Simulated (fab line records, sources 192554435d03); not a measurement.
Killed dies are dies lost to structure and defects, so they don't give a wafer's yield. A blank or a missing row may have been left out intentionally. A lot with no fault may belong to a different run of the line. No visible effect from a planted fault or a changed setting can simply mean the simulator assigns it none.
fab line records    flow n5_finfet    part 1 of 2: steps 1 to 18 of 25
[record] lots = 5  wafers = 15  last_day = 18
route steps=1938 shown MOL_CONTACT_COAG@568
lots untouched by any fault: they come from a run of this same line in which no faults occurred
start_h: the number of hours between the record's first day and the start of the first shown wafer of the lot    wait_h: hours elapsed since this lot's preceding step    " repeats the value in the row above    L1.1+2: a row that stands for several wafers    - value missing, or start not given    * or withheld: withheld    < > ~ a bound
route shown NAME@n: NAME is a module with steps in the file, n the number in the route of the first one    usual: mean/standard deviation of fault-free wafers    same: alike in all rows    chamber/n: place in a boat    sites: the reading at each site    _std_site: their standard deviation    _edge_site: the outer-site mean with the inner-site mean subtracted    radius_mm: for every site, how far away it sits from the centre of the wafer    mask NAME#n: copy n    behind: the last tool/chamber to shape the wafer    hold: the reason the lot was held/the length of the hold in hours/how it ended    device: names the non-switching transistor (n, p or np)    end of line: the tests these same wafers got at the end of their route    for a step that has no rows: nothing shown but its recipe    killed: dies lost to structure and defects at the first sort, not the wafer's yield    map: dies across one wafer; x = killed, . = not, _ = none there
set.NAME: setting as actually run; set.NAME@STEP: the setting as run at that earlier step    model.NAME: the simulator's own value behind a step, which no gauge read
lots at selected steps of the route; one table per step, one row per wafer
services: a tool's chamber out of use, with start hour (start_h, from the record's first day; less than 0 if before it), hours out, and reason
[[steps]]
[step N5_MOL_CONTACT_COAG_EBR_80]
[recipe] solvent = PGMEA  ebr_width_mm = 1.5
[usual] exhaust_pa = 45.2/0.84
lot.wafer  tool            chamber  start_h  wait_h  exhaust_pa
L076.1     litho_track-02  0        -        -       44.4
L076.2     "               0        "        "       44.7
L076.5     "               0        "        "       46.2
L079.3     litho_track-03  0        -        -       45.3
L079.5     "               0        "        "       44.7
L079.6     "               0        "        "       44.2
L080.2     litho_track-05  0        -        -       46.8
L080.4     "               0        "        "       45.6
L080.5     "               0        "        "       46.2
L090.2     litho_track-05  0        -        -       45.6
L090.4     "               0        "        "       43.5
L090.6     "               0        "        "       45.2
L092.1     litho_track-05  0        -        -       45.4
L092.2     "               0        "        "       46.1
L092.4     "               0        "        "       46.0
[step N5_MOL_CONTACT_COAG_SOFTBAKE_79]
[recipe] temp_c = 110  time_s = 60  resist = CAR-EUV
[usual] exhaust_pa = 45.2/0.84
lot.wafer  tool            chamber  start_h  wait_h  exhaust_pa
L076.1     litho_track-02  0        -        -       44.4
L076.2     "               0        "        "       43.2
L076.5     "               0        "        "       45.0
L079.3     litho_track-03  0        -        -       44.1
L079.5     "               0        "        "       44.9
L079.6     "               0        "        "       43.9
L080.2     litho_track-05  0        -        -       44.3
L080.4     "               0        "        "       44.8
L080.5     "               0        "        "       45.1
L090.2     litho_track-05  0        -        -       44.4
L090.4     "               0        "        "       45.9
L090.6     "               0        "        "       46.2
L092.1     litho_track-05  0        -        -       45.9
L092.2     "               0        "        "       44.2
L092.4     "               0        "        "       45.6
[step N5_MOL_CONTACT_COAG_EXPOSE_81]
[recipe] mask_id = VG  na = 0.33  source_shape = annular  sigma_inner = 0.3  sigma_outer = 0.7  polarization = unpolarized  defocus_nm = 0  dose_mj = 59.5
[usual] reticle_temp_C = 23.02/0.1
lot.wafer  tool            chamber  start_h  wait_h  mask  reticle_temp_C
L076.1     euv_scanner-01  0        109.14   -       VG#0  22.93
L076.2     "               0        "        "       VG#0  23.04
L076.5     "               0        "        "       VG#0  22.98
L079.3     euv_scanner-02  0        126.24   -       VG#0  22.98
L079.5     "               0        "        "       VG#0  23.04
L079.6     "               0        "        "       VG#0  22.74
L080.2     euv_scanner-02  0        132.42   -       VG#0  22.99
L080.4     "               0        "        "       VG#0  23.13
L080.5     "               0        "        "       VG#0  23.23
L090.2     euv_scanner-01  0        195.10   -       VG#0  23.00
L090.4     "               0        "        "       VG#0  23.05
L090.6     "               0        "        "       VG#0  23.14
L092.1     euv_scanner-01  0        212.22   -       VG#0  22.76
L092.2     "               0        "        "       VG#0  22.86
L092.4     "               0        "        "       VG#0  22.97
[step N5_MOL_CONTACT_COAG_PEB_82]
[recipe] peb_temp_c = 100  peb_time_s = 60  resist = CAR-EUV
[usual] exhaust_pa = 45.0/0.77
lot.wafer  tool            chamber  start_h  wait_h  exhaust_pa
L076.1     litho_track-02  0        109.22   0.1     44.0
L076.2     "               0        "        "       44.5
L076.5     "               0        "        "       44.0
L079.3     litho_track-05  0        126.31   0.1     45.4
L079.5     "               0        "        "       44.4
L079.6     "               0        "        "       45.2
L080.2     litho_track-05  0        132.49   0.1     45.0
L080.4     "               0        "        "       44.5
L080.5     "               0        "        "       43.9
L090.2     litho_track-03  0        195.17   0.1     45.0
L090.4     "               0        "        "       45.3
L090.6     "               0        "        "       44.5
L092.1     litho_track-03  0        212.30   0.1     44.2
L092.2     "               0        "        "       45.6
L092.4     "               0        "        "       43.9
[step N5_MOL_CONTACT_COAG_DEVELOP_83]
[recipe] develop_time_s = 30  developer = TMAH  resist = CAR-EUV  rinse_liquid = surfactant_rinse  dry = air_spin  dev_temp_c = 23
[usual] developer_temp_C = 22.98/0.12  exhaust_pa = 45.1/0.84
lot.wafer  tool            chamber  start_h  wait_h  developer_temp_C  exhaust_pa
L076.1     litho_track-02  0        -        -       23.04             45.2
L076.2     "               0        "        "       23.14             43.9
L076.5     "               0        "        "       23.01             45.4
L079.3     litho_track-05  0        -        -       23.03             44.6
L079.5     "               0        "        "       22.96             44.2
L079.6     "               0        "        "       23.03             45.1
L080.2     litho_track-05  0        -        -       22.89             45.7
L080.4     "               0        "        "       23.06             44.5
L080.5     "               0        "        "       23.11             45.2
L090.2     litho_track-03  0        -        -       23.03             45.3
L090.4     "               0        "        "       23.03             44.5
L090.6     "               0        "        "       22.86             45.2
L092.1     litho_track-03  0        -        -       23.14             45.8
L092.2     "               0        "        "       23.17             45.2
L092.4     "               0        "        "       23.12             45.5
[step N5_MOL_CONTACT_COAG_CD_MEAS_84]
[recipe] target_cd_nm = 25.1  landing_energy_ev = 500  detector = se_inlens  polarity = opening
[usual] cd_nm = 25.11/0.23
lot.wafer  tool       chamber  start_h  wait_h  cd_nm
L076.1     cd_sem-03  0        109.29   -       24.72
L076.2     "          0        "        "       25.21
L076.5     "          0        "        "       24.77
L079.3     cd_sem-02  0        126.37   -       25.01
L079.5     "          0        "        "       25.55
L079.6     "          0        "        "       24.93
L080.2     cd_sem-02  0        132.56   -       25.06
L080.4     "          0        "        "       25.46
L080.5     "          0        "        "       25.03
L090.2     cd_sem-02  0        195.24   -       24.61
L090.4     "          0        "        "       25.00
L090.6     "          0        "        "       25.20
L092.1     cd_sem-02  0        212.37   -       25.22
L092.2     "          0        "        "       25.60
L092.4     "          0        "        "       24.88
[step N5_MOL_CONTACT_COAG_OVL_MEAS_85]
[recipe] points_per_wafer = 522
[usual] VG_OVL = -0.1/0.72
lot.wafer  tool        chamber  start_h  wait_h  VG_OVL[nm]
L076.1     overlay-01  0        109.32   0.0     0.0
L076.2     "           0        "        "       -0.4
L076.5     "           0        "        "       0.0
L079.3     overlay-02  0        126.41   0.0     0.9
L079.5     "           0        "        "       0.6
L079.6     "           0        "        "       1.0
L080.2     overlay-01  0        132.60   0.0     0.0
L080.4     "           0        "        "       -0.4
L080.5     "           0        "        "       0.7
L090.2     overlay-01  0        195.27   0.0     -1.4
L090.4     "           0        "        "       -2.2
L090.6     "           0        "        "       -1.5
L092.1     overlay-02  0        212.40   0.0     0.2
L092.2     "           0        "        "       -0.9
L092.4     "           0        "        "       -0.9
[step N5_MOL_CONTACT_COAG_INSPECT_57]
[recipe] mode = adi  inspect_instrument = brightfield
[usual] raw_defect_count = 212/59
lot.wafer  tool               chamber  start_h  wait_h  raw_defect_count
L076.1     defect_inspect-01  -        109.38   0.1     186
L076.2     "                  -        "        "       166
L076.5     "                  -        "        "       203
L079.3     defect_inspect-02  -        126.46   0.0     244
L079.5     "                  -        "        "       218
L079.6     "                  -        "        "       211
L080.2     defect_inspect-02  -        132.65   0.0     219
L080.4     "                  -        "        "       262
L080.5     "                  -        "        "       303
L090.2     defect_inspect-01  -        195.33   0.0     195
L090.4     "                  -        "        "       185
L090.6     "                  -        "        "       234
L092.1     defect_inspect-02  -        212.46   0.1     192
L092.2     "                  -        "        "       255
L092.4     "                  -        "        "       226
[step N5_MOL_CONTACT_COAG_DESCUM_88]
[recipe] chemistry = O2  time_s = 7  source_power_w = 50  bias_power_w = 20  pressure_mtorr = 20  rf_frequency_hz = 2.712e+07  temp_c = 40  resist = CAR-EUV  o2_flow_sccm = 225
[usual] drypump_motor_current_A = 5.8/0.57  oes_product_au = 0.76/0.057  rf_vpp_V = 242.9/1.3  showerhead_plenum_p_Torr = 2.08/0.059  throttle_valve_pct = 20.45/0.3
lot.wafer  tool         chamber  start_h  wait_h  drypump_motor_current_A  oes_product_au  rf_hours_counter_h  rf_vpp_V  showerhead_plenum_p_Torr  throttle_valve_pct
L076.1     rie_diel-06  3        109.41   0.0     5.0                      0.75            157                 242.1     2.02                      20.06
L076.2     "            2        "        "       4.9                      0.70            185                 244.1     2.16                      20.79
L076.5     "            3        "        "       5.0                      0.74            -                   242.1     2.02                      20.05
L079.3     rie_diel-05  3        126.49   0.0     5.5                      0.88            33                  242.7     2.05                      20.31
L079.5     "            0        "        "       6.4                      0.82            -                   242.2     2.10                      20.28
L079.6     "            1        "        "       6.6                      0.78            -                   244.5     2.12                      20.06
L080.2     rie_diel-02  0        132.68   0.0     5.7                      0.81            129                 244.1     2.10                      20.47
L080.4     "            3        "        "       5.7                      0.73            186                 240.8     2.10                      20.74
L080.5     "            0        "        "       5.7                      0.80            -                   243.1     2.10                      20.48
L090.2     rie_diel-05  2        195.36   0.0     6.3                      0.70            202                 241.7     2.08                      20.77
L090.4     "            1        "        "       6.6                      0.77            119                 244.1     2.11                      20.08
L090.6     "            1        "        "       6.6                      0.76            -                   242.8     2.11                      20.09
L092.1     rie_diel-05  0        212.63   0.2     6.4                      0.80            107                 243.8     2.09                      20.29
L092.2     "            3        "        "       5.5                      0.84            60                  243.4     2.04                      20.32
L092.4     "            1        "        "       6.6                      0.75            124                 243.1     2.11                      20.08
[step N5_MOL_CONTACT_COAG_ETCH_89]
[recipe] chemistry = N2/H2  target = underlayer  target_depth_a = 130  mask_material = CAR-EUV  time_s = 10.4  ion_energy_ev = 200  pressure_mtorr = 30  source_w = 840  bias_w = 150  n2_flow_sccm = 200  h2_flow_sccm = 200  ends = cleared
[usual] drypump_motor_current_A = 5.8/0.58  etch_rf_on_time_s = 10.51/0.3  oes_product_au = 0.65/0.05  rf_vpp_V = 523.4/2.2  showerhead_plenum_p_Torr = 2.52/0.072  throttle_valve_pct = 17.9/0.32
lot.wafer  tool         chamber  start_h  wait_h  drypump_motor_current_A  etch_rf_on_time_s  oes_product_au  rf_hours_counter_h  rf_vpp_V  showerhead_plenum_p_Torr  throttle_valve_pct
L076.1     rie_diel-06  3        109.45   0.0     5.1                      10.54              0.64            157                 521.1     2.45                      17.5
L076.2     "            2        "        "       4.9                      10.89              0.59            185                 525.6     2.63                      18.2
L076.5     "            3        "        "       5.1                      10.61              0.63            -                   519.8     2.45                      17.5
L079.3     rie_diel-05  3        126.53   0.0     5.4                      10.62              0.74            33                  521.4     2.49                      17.7
L079.5     "            0        "        "       6.5                      9.87               0.72            -                   523.9     2.57                      17.8
L079.6     "            1        "        "       6.7                      10.54              0.67            -                   523.8     2.56                      17.4
L080.2     rie_diel-02  0        132.72   0.0     5.7                      10.15              0.69            129                 523.9     2.54                      17.7
L080.4     "            3        "        "       5.7                      10.13              0.63            186                 524.0     2.51                      17.9
L080.5     "            0        "        "       5.7                      10.13              0.69            -                   524.0     2.54                      17.7
L090.2     rie_diel-05  2        195.39   0.0     6.3                      10.70              0.60            202                 523.5     2.53                      18.3
L090.4     "            1        "        "       6.7                      10.70              0.65            119                 524.8     2.55                      17.5
L090.6     "            1        "        "       6.7                      10.70              0.65            -                   523.5     2.55                      17.5
L092.1     rie_diel-05  0        212.66   0.0     6.4                      9.89               0.71            107                 523.8     2.56                      17.8
L092.2     "            3        "        "       5.4                      10.51              0.71            60                  521.5     2.48                      17.8
L092.4     "            1        "        "       6.7                      10.65              0.64            124                 524.0     2.55                      17.5
[step N5_MOL_CONTACT_COAG_ETCH_90]
[recipe] chemistry = CF4  target = SiARC  target_depth_a = 130  mask_material = CAR-EUV  time_s = 21.7  ion_energy_ev = 80  pressure_mtorr = 40  source_w = 545  bias_w = 36  Ar_flow_sccm = 100  cf4_flow_sccm = 100  ends = cleared
[usual] drypump_motor_current_A = 5.8/0.58  etch_rf_on_time_s = 22.0/0.6  oes_product_au = 0.64/0.049  rf_vpp_V = 183.8/1.2  showerhead_plenum_p_Torr = 2.13/0.062  throttle_valve_pct = 15.65/0.28
lot.wafer  tool         chamber  start_h  wait_h  drypump_motor_current_A  etch_rf_on_time_s  oes_product_au  rf_hours_counter_h  rf_vpp_V  showerhead_plenum_p_Torr  throttle_valve_pct
L076.1     rie_diel-06  3        109.46   0.0     5.0                      22.3               0.62            157                 182.4     2.06                      15.27
L076.2     "            2        "        "       4.9                      22.8               0.59            185                 186.2     2.22                      16.01
L076.5     "            3        "        "       5.0                      22.3               0.63            -                   184.1     2.06                      15.28
L079.3     rie_diel-05  3        126.55   0.0     5.5                      22.6               0.74            33                  182.5     2.09                      15.39
L079.5     "            0        "        "       6.4                      20.9               0.72            -                   184.8     2.17                      15.59
L079.6     "            1        "        "       6.7                      22.8               0.66            -                   184.0     2.16                      15.23
L080.2     rie_diel-02  0        132.74   0.0     5.7                      21.7               0.68            129                 182.0     2.14                      15.61
L080.4     "            3        "        "       5.7                      21.4               0.63            186                 183.7     2.14                      15.81
L080.5     "            0        "        "       5.7                      21.5               0.68            -                   184.8     2.14                      15.63
L090.2     rie_diel-05  2        195.41   0.0     6.3                      22.3               0.61            202                 184.1     2.14                      15.97
L090.4     "            1        "        "       6.7                      22.7               0.65            119                 183.4     2.16                      15.28
L090.6     "            1        "        "       6.7                      22.6               0.66            -                   184.2     2.16                      15.29
L092.1     rie_diel-05  0        212.68   0.0     6.4                      20.8               0.70            107                 184.6     2.17                      15.63
L092.2     "            3        "        "       5.5                      22.3               0.71            60                  183.1     2.09                      15.42
L092.4     "            1        "        "       6.7                      22.7               0.64            124                 184.5     2.15                      15.29
[step N5_MOL_CONTACT_COAG_ALD_131]
[recipe] material = SiO2  target_thk_a = 50  temp_c = 100  ald_precursor_family = BDEAS  ald_co_reactant = O2-plasma  pulse_time_s = 1  co_reactant_pulse_time_s = 1  purge_time_s = 2  co_reactant_purge_time_s = 2  ald_cycles = 35  pressure_torr = 2
[usual] heater_power_w = 76/7.5  precursor_pulse_height_rel = 1.000/0.02
[same] co_reactant_purge_time_s = 2  pulse_time_s = 1
lot.wafer  tool        chamber  start_h  wait_h  heater_power_w  precursor_pulse_height_rel
L076.1     ald_sin-02  2        109.54   0.1     73              1.011
L076.2     "           3        "        "       65              1.009
L076.5     "           3        "        "       68              0.971
L079.3     ald_sin-03  3        126.68   0.1     71              1.002
L079.5     "           0        "        "       77              0.990
L079.6     "           1        "        "       65              0.995
L080.2     ald_sin-03  1        132.82   0.1     66              1.019
L080.4     "           2        "        "       83              0.993
L080.5     "           0        "        "       78              1.001
L090.2     ald_sin-02  1        195.49   0.1     81              1.010
L090.4     "           0        "        "       79              0.973
L090.6     "           1        "        "       79              1.000
L092.1     ald_sin-02  2        212.76   0.1     71              0.978
L092.2     "           0        "        "       82              0.994
L092.4     "           3        "        "       71              0.980
[step N5_MOL_CONTACT_COAG_ETCHBACK_132]
[recipe] chemistry = CHF3  target = SiO2  target_depth_a = 100  time_s = 6.7  ion_energy_ev = 200  pressure_mtorr = 30  source_w = 610  bias_w = 170  Ar_flow_sccm = 200  CHF3_flow_sccm = 50
[usual] drypump_motor_current_A = 5.9/0.59  oes_product_au = 0.76/0.051  rf_vpp_V = 529/10  showerhead_plenum_p_Torr = 2.38/0.076  throttle_valve_pct = 18.77/0.28
lot.wafer  tool         chamber  start_h  wait_h  drypump_motor_current_A  oes_product_au  rf_hours_counter_h  rf_vpp_V  showerhead_plenum_p_Torr  throttle_valve_pct
L076.1     rie_diel-06  3        109.72   0.1     5.0                      0.74            157                 527       2.29                      18.32
L076.2     "            2        "        "       4.9                      0.69            185                 533       2.47                      19.18
L076.5     "            3        "        "       5.0                      0.74            -                   525       2.29                      18.32
L079.3     rie_diel-06  2        126.86   0.1     4.9                      0.70            189                 533       2.47                      19.18
L079.5     "            2        "        "       4.9                      0.70            -                   535       2.47                      19.20
L079.6     "            1        "        "       5.5                      0.72            -                   541       2.28                      19.08
L080.2     rie_diel-02  0        133.00   0.1     5.7                      0.79            129                 542       2.39                      18.75
L080.4     "            3        "        "       5.7                      0.73            186                 520       2.38                      18.92
L080.5     "            3        "        "       5.7                      0.73            -                   521       2.38                      18.91
L090.2     rie_diel-06  2        195.67   0.1     4.9                      0.68            218                 533       2.46                      19.23
L090.4     "            3        "        "       5.0                      0.72            185                 526       2.28                      18.37
L090.6     "            3        "        "       5.0                      0.72            -                   526       2.28                      18.38
L092.1     rie_diel-05  3        213.05   0.2     5.5                      0.84            60                  532       2.33                      18.60
L092.2     "            2        "        "       6.3                      0.71            208                 521       2.37                      19.12
L092.4     "            0        "        "       6.4                      0.81            108                 537       2.41                      18.81
[step N5_MOL_CONTACT_COAG_ETCH_91]
[recipe] chemistry = N2/H2  target = SOC  target_depth_a = 600  overetch_a = 210  mask_material = SiARC  temp_c = 40  time_s = 101.2  ion_energy_ev = 200  pressure_mtorr = 30  source_w = 840  bias_w = 150  n2_flow_sccm = 200  h2_flow_sccm = 200
[usual] drypump_motor_current_A = 5.9/0.59  oes_product_au = 0.64/0.04  rf_vpp_V = 523.5/2.4  showerhead_plenum_p_Torr = 2.53/0.076  throttle_valve_pct = 17.8/0.33
lot.wafer  tool         chamber  start_h  wait_h  drypump_motor_current_A  oes_product_au  rf_hours_counter_h  rf_vpp_V  showerhead_plenum_p_Torr  throttle_valve_pct
L076.1     rie_diel-06  3        109.76   0.0     5.0                      0.63            157                 521.8     2.45                      17.5
L076.2     "            2        "        "       4.9                      0.59            186                 526.4     2.63                      18.2
L076.5     "            3        "        "       5.0                      0.62            -                   519.8     2.45                      17.4
L079.3     rie_diel-06  2        126.90   0.0     4.9                      0.59            189                 526.3     2.63                      18.2
L079.5     "            2        "        "       4.9                      0.59            -                   527.5     2.63                      18.2
L079.6     "            1        "        "       5.5                      0.61            -                   520.4     2.43                      18.2
L080.2     rie_diel-02  0        133.03   0.0     5.7                      0.66            129                 523.8     2.54                      17.7
L080.4     "            3        "        "       5.7                      0.62            186                 523.7     2.51                      17.9
L080.5     "            3        "        "       5.7                      0.61            -                   523.0     2.51                      17.8
L090.2     rie_diel-06  2        195.71   0.0     4.9                      0.58            218                 525.5     2.62                      18.3
L090.4     "            3        "        "       5.0                      0.60            185                 520.4     2.44                      17.5
L090.6     "            3        "        "       5.0                      0.61            -                   519.6     2.44                      17.5
L092.1     rie_diel-05  3        213.08   0.0     5.4                      0.71            60                  522.1     2.48                      17.7
L092.2     "            2        "        "       6.2                      0.60            208                 522.9     2.53                      18.3
L092.4     "            0        "        "       6.4                      0.68            108                 524.7     2.56                      17.7
[step N5_MOL_CONTACT_COAG_STRIP_92]
[recipe] chemistry = N2/H2  temp_c = 40  n2_flow_sccm = 200  h2_flow_sccm = 200  rf_frequency_hz = 6e+07
lot.wafer   tool         chamber  start_h  wait_h
L076.1+2+5  rie_diel-06  3,2,3    109.83   0.0
L079.3+5+6  rie_diel-06  2,2,1    126.97   0.0
L080.2+4+5  rie_diel-02  0,3,3    133.10   0.0
L090.2+4+6  rie_diel-06  2,3,3    195.78   0.0
L092.1+2+4  rie_diel-05  3,2,0    213.15   0.0
[step N5_MOL_CONTACT_COAG_STRIP_93]
[recipe] chemistry = N2/H2  temp_c = 40  n2_flow_sccm = 200  h2_flow_sccm = 200  rf_frequency_hz = 6e+07
lot.wafer   tool         chamber  start_h  wait_h
L076.1+2+5  rie_diel-06  3,2,3    109.84   0.0
L079.3+5+6  rie_diel-06  2,2,1    126.98   0.0
L080.2+4+5  rie_diel-02  0,3,3    133.11   0.0
L090.2+4+6  rie_diel-06  2,3,3    195.79   0.0
L092.1+2+4  rie_diel-05  3,2,0    213.16   0.0
[step N5_MOL_CONTACT_COAG_ETCHBACK_135]
[recipe] chemistry = CHF3  target = SiO2  target_depth_a = 250  time_s = 16.7  ion_energy_ev = 200  pressure_mtorr = 30  source_w = 610  bias_w = 170  Ar_flow_sccm = 200  CHF3_flow_sccm = 50
[usual] drypump_motor_current_A = 5.9/0.59  oes_product_au = 0.76/0.052  rf_vpp_V = 529/10  showerhead_plenum_p_Torr = 2.38/0.076  throttle_valve_pct = 18.77/0.28
lot.wafer  tool         chamber  start_h  wait_h  drypump_motor_current_A  oes_product_au  rf_hours_counter_h  rf_vpp_V  showerhead_plenum_p_Torr  throttle_valve_pct
L076.1     rie_diel-06  3        109.85   0.0     5.0                      0.74            157                 526       2.29                      18.32
L076.2     "            2        "        "       4.9                      0.70            186                 533       2.47                      19.18
L076.5     "            3        "        "       5.0                      0.74            -                   527       2.29                      18.32
L079.3     rie_diel-06  2        126.99   0.0     4.9                      0.69            189                 534       2.47                      19.20
L079.5     "            2        "        "       4.9                      0.70            -                   535       2.47                      19.17
L079.6     "            1        "        "       5.5                      0.72            -                   542       2.28                      19.09
L080.2     rie_diel-02  0        133.12   0.0     5.7                      0.80            129                 543       2.39                      18.75
L080.4     "            3        "        "       5.7                      0.72            186                 520       2.38                      18.91
L080.5     "            3        "        "       5.7                      0.73            -                   520       2.38                      18.92
L090.2     rie_diel-06  2        195.80   0.0     4.9                      0.67            218                 533       2.46                      19.23
L090.4     "            3        "        "       5.0                      0.72            185                 527       2.28                      18.35
L090.6     "            3        "        "       5.0                      0.72            -                   527       2.28                      18.36
L092.1     rie_diel-05  3        213.17   0.0     5.5                      0.84            60                  532       2.32                      18.60
L092.2     "            2        "        "       6.2                      0.70            208                 521       2.37                      19.10
L092.4     "            0        "        "       6.4                      0.82            108                 536       2.41                      18.82
[step N5_MOL_CONTACT_COAG_STRIP_118]
[recipe] chemistry = CHF3  resist = SiARC  rf_frequency_hz = 6e+07
lot.wafer   tool         chamber  start_h  wait_h
L076.1+2+5  rie_diel-06  3,2,3    109.87   0.0
L079.3+5+6  rie_diel-06  2,2,1    127.01   0.0
L080.2+4+5  rie_diel-02  0,3,3    133.14   0.0
L090.2+4+6  rie_diel-06  2,3,3    195.82   0.0
L092.1+2+4  rie_diel-05  3,2,0    213.20   0.0
